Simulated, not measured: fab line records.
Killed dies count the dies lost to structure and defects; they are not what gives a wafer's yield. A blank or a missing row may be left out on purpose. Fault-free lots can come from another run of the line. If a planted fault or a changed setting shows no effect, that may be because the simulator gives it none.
Lot-split experiment | flow n5_finfet | 7 lots, 21 wafers read, on a route of 1938 steps

== THE SPLIT ITSELF ==
At N5_ZERO_LAYER_COAT_05 (resist thk 1000 nm), the setting spin_rpm was moved away from the recipe's 1500 rpm on 4 of the 21 wafers read, by +4.8% to +10.7%. This setting was run at the recipe's value on the other wafers.

== FROM THE SPLIT TO THE READING: what the file shows between them, 7 steps ==
- N5_ZERO_LAYER_EXPOSE_08: exposes mask ZERO, defocus 0 nm, target cd 2000 nm (also split here: dose_mj)
- N5_ZERO_LAYER_PEB_09
- N5_ZERO_LAYER_DEVELOP_10: develop time 60 s
- N5_ZERO_LAYER_HARDBAKE_23: time 120 s
- N5_ZERO_LAYER_CD_MEAS_11: target cd 2000 nm
- N5_ZERO_LAYER_DESCUM_16: chemistry O2, time 7.9 s
- N5_ZERO_LAYER_ETCH_17: etches SiO2 in CF4, target depth 12 nm, time 13.3 s

== THE READING ==
coat_of_ZERO_LAYER_COAT_05.thk_nm (the simulator's own value, which no gauge read), in nm, at N5_ZERO_LAYER_ETCH_18 (etches Si in HBr/Cl2, target depth 120 nm, time 40 s). No usual value for it is given in the file. The 17 wafers here that ran the recipe average 931.3 nm, standard deviation 2.6 nm.

wafer  | tool, chamber at the split | spin_rpm as run, rpm | against the recipe | coat_of_ZERO_LAYER_COAT_05.thk_nm, nm | against lot-mates on the recipe
L074.1 | litho_track-01, 0          | 1500                 | recipe             | 930.5                                 | -
L074.3 | litho_track-01, 0          | 1661                 | +10.7%             | 881                                   | -51.1
L074.5 | litho_track-01, 0          | 1500                 | recipe             | 933.7                                 | -
L078.1 | litho_track-04, 0          | 1500                 | recipe             | 926.9                                 | -
L078.2 | litho_track-04, 0          | 1572                 | +4.8%              | 901.1                                 | -25.8
L078.5 | litho_track-04, 0          | 1572                 | +4.8%              | 903.8                                 | -23.1
L080.1 | litho_track-02, 0          | 1500                 | recipe             | 929.4                                 | -
L080.3 | litho_track-02, 0          | 1500                 | recipe             | 931.3                                 | -
L080.4 | litho_track-02, 0          | 1500                 | recipe             | 933.3                                 | -
L086.1 | litho_track-02, 0          | 1649                 | +9.9%              | 887.8                                 | -42.1
L086.3 | litho_track-02, 0          | 1500                 | recipe             | 931                                   | -
L086.4 | litho_track-02, 0          | 1500                 | recipe             | 928.8                                 | -
L087.1 | litho_track-02, 0          | 1500                 | recipe             | 932.1                                 | -
L087.2 | litho_track-02, 0          | 1500                 | recipe             | 931.2                                 | -
L087.3 | litho_track-02, 0          | 1500                 | recipe             | 933.3                                 | -
L088.1 | litho_track-02, 0          | 1500                 | recipe             | 928.6                                 | -
L088.2 | litho_track-02, 0          | 1500                 | recipe             | 929.3                                 | -
L088.3 | litho_track-02, 0          | 1500                 | recipe             | 928.3                                 | -
L096.2 | litho_track-01, 0          | 1500                 | recipe             | 936.7                                 | -
L096.3 | litho_track-01, 0          | 1500                 | recipe             | 935.3                                 | -
L096.6 | litho_track-01, 0          | 1500                 | recipe             | 932.9                                 | -

FIT RESULTS
A straight line over all 21 wafers: coat_of_ZERO_LAYER_COAT_05.thk_nm changes by -4.77 nm for each +1% of spin_rpm; r = -0.98; the points scatter about the line by 3.3 nm.
The same after taking each lot's own level away (the mean of its wafers on the recipe; 21 wafers): -4.61 nm for each +1%; r = -0.99; scatter 1.7 nm.
The reading moves by 49 nm for the largest change in spin_rpm, on that fit.
Measured against the standard deviation above, the lots' own levels, which go from 926.90 to 934.97 nm, span 3.1 times it.
The two slopes agree, so the slope changes little with the lot-to-lot level.
Check: for one of the wafers moved furthest among these (+10.7%), held out of the fit, the line's prediction against its lot-mates is -48.3 nm. Against them it came out at -51.1 nm.

== FURTHER SPLITS ON THESE WAFERS ==
These wafers also went through other splits before the reading. Each is held against what the fit with the lots' levels taken away leaves over:
other split on the same wafers  | wafers away from the commonest value | r with coat_of_ZERO_LAYER_COAT_05.thk_nm (lot level and that fit taken away)
N5_ZERO_LAYER_EXPOSE_08 dose_mj | 9                                    | -0.04

== THE WHOLE CHAIN: every reading that the file lists as answering this split, in the file's order ==
step                   | what it does                                         | reading                                                                            | change (the file's fit)              | r (the file's)
N5_ZERO_LAYER_COAT_05  | resist thk 1000 nm                                   | coat_of_ZERO_LAYER_COAT_05.thk_nm (the simulator's own value, which no gauge read) | -4.53 nm for each +1% of the setting | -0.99
N5_ZERO_LAYER_ETCH_18  | etches Si in HBr/Cl2, target depth 120 nm, time 40 s | coat_of_ZERO_LAYER_COAT_05.thk_nm (the simulator's own value, which no gauge read) | -4.58 nm for each +1% of the setting | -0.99
N5_ZERO_LAYER_STRIP_24 | strips in O2                                         | strip_time_to_endpoint_s                                                           | withheld for each +1% of the setting | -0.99

== THE FILE'S OWN FIT ==
coat_of_ZERO_LAYER_COAT_05.thk_nm changes by -4.58 nm for each +1% of spin_rpm, r = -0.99.
